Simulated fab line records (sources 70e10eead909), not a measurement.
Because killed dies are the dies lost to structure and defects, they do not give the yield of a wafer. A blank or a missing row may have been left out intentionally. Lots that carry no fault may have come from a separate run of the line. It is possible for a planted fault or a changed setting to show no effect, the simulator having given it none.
Chamber matching -- flow nandHarc -- 3 sister chambers for NHARC_A_M0_PRE_CLEAN_31 on pecvd-04
The step time 12 s. 3 wafers are shown with their chamber, then 7 later ones without.

## EACH WAFER AND ITS CHAMBER
wafer,chamber,heaterPowerW (W)
L283.6,2,492
L288.1,0,641
L288.2,1,482

## WAFERS MISSING THEIR CHAMBER
wafer,heaterPowerW (W)
L288.4,462
L289.3,555
L289.4,518
L289.5,698
L290.4,573
L290.5,525
L290.6,737

## EACH ONE'S CHAMBER
wafer,from the rows above,in truth
L288.4,can't be placed: 1 or 2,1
L289.3,can't be placed: 2 or 1 or 0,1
L289.4,can't be placed: 2 or 1 or 0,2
L289.5,0,0
L290.4,can't be placed: 0 or 2 or 1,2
L290.5,can't be placed: 2 or 1 or 0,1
L290.6,0,0
Placed correctly: 2 of 7. Can't be placed from these rows: 5 (the true chamber is among the candidates in 5). 0 placed wrongly.
How it was worked out, from the rows above alone: a wafer's distance from a chamber is the root of the sum, over the readings, of the square of ((its reading less the chamber's mean) divided by the reading's scatter). The wafer belongs to the nearest chamber; if the next one is less than 2 further off, it can't be placed. The mean given for a chamber averages the wafers shown for that chamber. The scatter: root of mean squared gap, hidden wafer to nearest shown wafer, with one shown wafer a chamber.
